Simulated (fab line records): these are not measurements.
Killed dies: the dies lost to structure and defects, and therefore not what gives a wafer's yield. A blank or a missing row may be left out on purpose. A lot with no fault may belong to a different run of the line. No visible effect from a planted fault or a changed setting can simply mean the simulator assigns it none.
Chamber matching || flow n5 finfet || N5_HKMG_FIN_HK_ALD_01 on ald hk-02: 4 sister chambers
The step deposits HfO2, target thk 1.6 nm, pulse time 3 s, purge time 3 s. 8 wafers are shown with their chamber, then 12 later ones without.

## WAFERS PAIRED WITH THEIR CHAMBERS
{"wafer": "L082.1", "chamber": 0, "precursor pulse height rel": 1.005}
{"wafer": "L089.3", "chamber": 2, "precursor pulse height rel": 1.007}
{"wafer": "L089.4", "chamber": 3, "precursor pulse height rel": 1.021}
{"wafer": "L090.2", "chamber": 0, "precursor pulse height rel": 1.007}
{"wafer": "L090.6", "chamber": 2, "precursor pulse height rel": 1.028}
{"wafer": "L092.1", "chamber": 1, "precursor pulse height rel": 0.990}
{"wafer": "L092.2", "chamber": 3, "precursor pulse height rel": 1.005}
{"wafer": "L092.5", "chamber": 1, "precursor pulse height rel": 1.009}

## WAFERS WITH NO CHAMBER GIVEN
{"wafer": "L095.1", "precursor pulse height rel": 1.009}
{"wafer": "L095.2", "precursor pulse height rel": 1.021}
{"wafer": "L095.3", "precursor pulse height rel": 1.015}
{"wafer": "L095.4", "precursor pulse height rel": 1.001}
{"wafer": "L095.5", "precursor pulse height rel": 1.014}
{"wafer": "L095.6", "precursor pulse height rel": 0.998}
{"wafer": "L096.1", "precursor pulse height rel": 0.984}
{"wafer": "L096.4", "precursor pulse height rel": 1.052}
{"wafer": "L096.5", "precursor pulse height rel": 0.984}
{"wafer": "L097.2", "precursor pulse height rel": 1.018}
{"wafer": "L097.4", "precursor pulse height rel": 1.015}
{"wafer": "L097.5", "precursor pulse height rel": 0.978}

## THE CHAMBER EACH PASSED THROUGH
{"wafer": "L095.1", "from the rows above": "can't be placed: 0 or 3 or 2 or 1", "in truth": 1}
{"wafer": "L095.2", "from the rows above": "can't be placed: 2 or 3 or 0 or 1", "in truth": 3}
{"wafer": "L095.3", "from the rows above": "can't be placed: 3 or 2 or 0 or 1", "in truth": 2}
{"wafer": "L095.4", "from the rows above": "can't be placed: 1 or 0 or 3 or 2", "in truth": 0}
{"wafer": "L095.5", "from the rows above": "can't be placed: 3 or 2 or 0 or 1", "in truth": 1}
{"wafer": "L095.6", "from the rows above": "can't be placed: 1 or 0 or 3 or 2", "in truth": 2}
{"wafer": "L096.1", "from the rows above": "can't be placed: 1 or 0 or 3 or 2", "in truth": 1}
{"wafer": "L096.4", "from the rows above": "can't be placed: 2 or 3 or 0 or 1", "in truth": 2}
{"wafer": "L096.5", "from the rows above": "can't be placed: 1 or 0 or 3 or 2", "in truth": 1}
{"wafer": "L097.2", "from the rows above": "can't be placed: 2 or 3 or 0 or 1", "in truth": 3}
{"wafer": "L097.4", "from the rows above": "can't be placed: 3 or 2 or 0 or 1", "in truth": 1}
{"wafer": "L097.5", "from the rows above": "can't be placed: 1 or 0 or 3 or 2", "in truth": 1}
Correctly placed: 0 of 12. Not placeable from these rows: 12 (in 12, the candidates include the true chamber). 0 placed wrongly.
How it was worked out, from the rows above alone: a wafer's distance from a chamber is the root of the sum, over the readings, of the square of ((its reading less the chamber's mean) divided by the reading's scatter). If the next closest chamber is less than 2 further off than the closest, the wafer can't be placed; otherwise it belongs to the closest. For every chamber, the mean is computed from those of its wafers that are shown. How the scatter is found: for the shown wafers, subtract from each reading the mean of its chamber, square and add these, divide the total by (wafers less chambers), then take the root.
